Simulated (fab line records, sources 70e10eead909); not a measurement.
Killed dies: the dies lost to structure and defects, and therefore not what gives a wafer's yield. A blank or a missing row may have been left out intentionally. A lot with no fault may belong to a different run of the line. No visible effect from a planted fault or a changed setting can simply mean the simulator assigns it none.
Which tool did it? :: flow nandHarc :: 6 lots with 18 wafers sampled at 4 steps, on a route of 1159 steps

WHAT THE GAUGES SHOWED, per wafer
NHARC_A_CONTACT_CD_MEAS_42: target cd 200 nm.
lot: L946
measured: day 16 11:57
on: cdSem-03
cdNm (nm): 200.8 201.3 200.0

lot: L951
measured: day 17 00:31
on: cdSem-03
cdNm (nm): 200.3 199.6 199.9

lot: L949
measured: day 17 08:38
on: cdSem-01
cdNm (nm): 199.9 199.3 200.3

lot: L957
measured: day 19 02:52
on: cdSem-02
cdNm (nm): 199.1 199.8 200.7

lot: L965
measured: day 20 15:21
on: cdSem-01
cdNm (nm): 200.8 200.0 200.3

lot: L968
measured: day 22 04:43
on: cdSem-03
cdNm (nm): 200.8 201.0 200.8

EACH LOT AND THE TOOL THAT RAN IT (in order: tool; ch and the chambers of the sampled wafers; start)
lot: L946
NHARC_A_WL_FILL_STRIP_27: plasmaAsher-01 ch 0,1, day 15 05:31
NHARC_A_WL_FILL_ETCHBACK_17: rieMetal-03 ch 0,1, day 15 15:41
NHARC_A_CONTACT_DEP_24: pecvd-01 ch 1,2, day 16 05:43

lot: L951
NHARC_A_WL_FILL_STRIP_27: plasmaAsher-01 ch 0,1, day 15 22:37
NHARC_A_WL_FILL_ETCHBACK_17: rieMetal-01 ch 0,1, day 16 09:07
NHARC_A_CONTACT_DEP_24: pecvd-02 ch 1,2, day 16 20:49

lot: L949
NHARC_A_WL_FILL_STRIP_27: plasmaAsher-01 ch 0,1, day 16 02:06
NHARC_A_WL_FILL_ETCHBACK_17: rieMetal-03 ch 0,1, day 16 12:28
NHARC_A_CONTACT_DEP_24: pecvd-02 ch 0,1, day 17 05:16

lot: L957
NHARC_A_WL_FILL_STRIP_27: plasmaAsher-01 ch 0,1, day 18 01:22
NHARC_A_WL_FILL_ETCHBACK_17: rieMetal-03 ch 0,1, day 18 12:02
NHARC_A_CONTACT_DEP_24: pecvd-02 ch 0,2, day 18 23:26

lot: L965
NHARC_A_WL_FILL_STRIP_27: plasmaAsher-01 ch 0,1, day 19 11:52
NHARC_A_WL_FILL_ETCHBACK_17: rieMetal-03 ch 0,1, day 19 19:04
NHARC_A_CONTACT_DEP_24: pecvd-04 ch 0,2, day 20 12:02

lot: L968
NHARC_A_WL_FILL_STRIP_27: plasmaAsher-01 ch 0,1, day 21 01:38
NHARC_A_WL_FILL_ETCHBACK_17: rieMetal-02 ch 0,1, day 21 12:11
NHARC_A_CONTACT_DEP_24: pecvd-02 ch 0,1, day 22 01:14
- NHARC_A_WL_FILL_STRIP_27: strips in N2/H2, time 20 s.
- NHARC_A_WL_FILL_ETCHBACK_17: etches the open film in Cl2/BCl3, target depth 4 nm, time 26.7 s.
- NHARC_A_CONTACT_DEP_24: deposits SiO2, target thk 500 nm.

THE ANSWER, worked out from the rows above alone
Rule: what is usual is taken from the lots themselves. Put in order of their means at a reading, lots are off if they are a third of the lots or fewer, leave a main group of 4 or more, and stand apart from it by a gap of 3 or more times the standard deviation of the main group's means; of several such gaps the widest counts. A main group whose means are all the same, to the digits that the tables above print for the reading, isn't used. Also off: a lot with no number at a reading for which 4 or more lots have one. Any other lot the step has rows for is counted as sound.
None of the lots is off at any reading shown; this tells nothing.

WHAT THE SIMULATOR PUT IN
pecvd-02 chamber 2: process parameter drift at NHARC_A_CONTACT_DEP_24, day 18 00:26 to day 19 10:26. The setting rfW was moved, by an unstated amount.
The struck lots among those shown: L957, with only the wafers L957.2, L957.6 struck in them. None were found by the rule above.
